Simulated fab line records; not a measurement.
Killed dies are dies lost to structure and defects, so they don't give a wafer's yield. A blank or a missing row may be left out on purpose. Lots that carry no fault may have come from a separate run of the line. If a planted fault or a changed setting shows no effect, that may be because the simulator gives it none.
Chamber matching    flow nand harc    4 sister chambers for NHARC_A_WL_FILL_ALD_00 on ald hk-01
The step deposits Al2O3, target thk 3 nm, pulse time 3 s, ald cycles 30. 20 wafers are shown with their chamber, then 10 later ones without.

EACH WAFER AND ITS CHAMBER
wafer   chamber  heater power w (W)  precursor pulse height rel
L074.1  0        441                 1.014
L074.4  2        415                 0.979
L074.5  2        416                 1.017
L075.2  3        439                 1.007
L075.4  2        427                 0.990
L075.6  1        411                 1.014
L078.1  0        446                 0.985
L078.2  3        439                 0.970
L078.6  0        455                 1.001
L078.3  2        428                 1.024
L078.4  1        407                 0.991
L078.5  1        409                 1.000
L081.2  1        416                 0.972
L081.3  0        449                 0.993
L081.5  3        425                 0.981
L084.1  1        393                 1.004
L084.2  0        456                 0.989
L084.4  3        424                 1.014
L089.2  1        405                 0.966
L089.3  2        410                 1.002

SIGNATURES (averages over the wafers above)
reading                     chamber 0  chamber 1  chamber 2  chamber 3  scatter within a chamber
heater power w              449.40     406.83     419.20     431.75     7.58
precursor pulse height rel  0.99640    0.99117    1.00240    0.99300    0.0176
Rule: for each reading, subtract the chamber's mean from the wafer's reading, divide by that reading's scatter and square the result; add these up over the readings and take the root, which gives the wafer's distance from the chamber. The wafer belongs to the nearest chamber; if the next one is less than 2 further off, it can't be placed. The scatter is the square root of a quotient: the sum, over the shown wafers, of each reading's squared deviation from its chamber's mean, divided by wafers minus chambers.

WAFERS WITH NO CHAMBER GIVEN
wafer   heater power w (W)  precursor pulse height rel
L089.4  426                 0.980
L089.1  422                 0.989
L089.5  415                 0.990
L089.6  411                 1.001
L094.1  431                 0.989
L094.2  412                 0.954
L094.5  417                 1.017
L094.3  423                 1.004
L094.4  421                 0.988
L094.6  425                 1.037

CHAMBER TAKEN BY EACH
wafer   from the rows above                in truth
L089.4  can't be placed: 3 or 2 or 1       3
L089.1  can't be placed: 2 or 3 or 1       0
L089.5  can't be placed: 2 or 1 or 3       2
L089.6  can't be placed: 1 or 2 or 3       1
L094.1  can't be placed: 3 or 2            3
L094.2  can't be placed: 1 or 2 or 3       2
L094.5  can't be placed: 2 or 1 or 3       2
L094.3  can't be placed: 2 or 3 or 1       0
L094.4  can't be placed: 2 or 3 or 1       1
L094.6  can't be placed: 2 or 3 or 1 or 0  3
Correctly placed: 0 of 10. These rows do not allow placing 10 (true chamber among the candidates in 8). 0 placed wrongly.
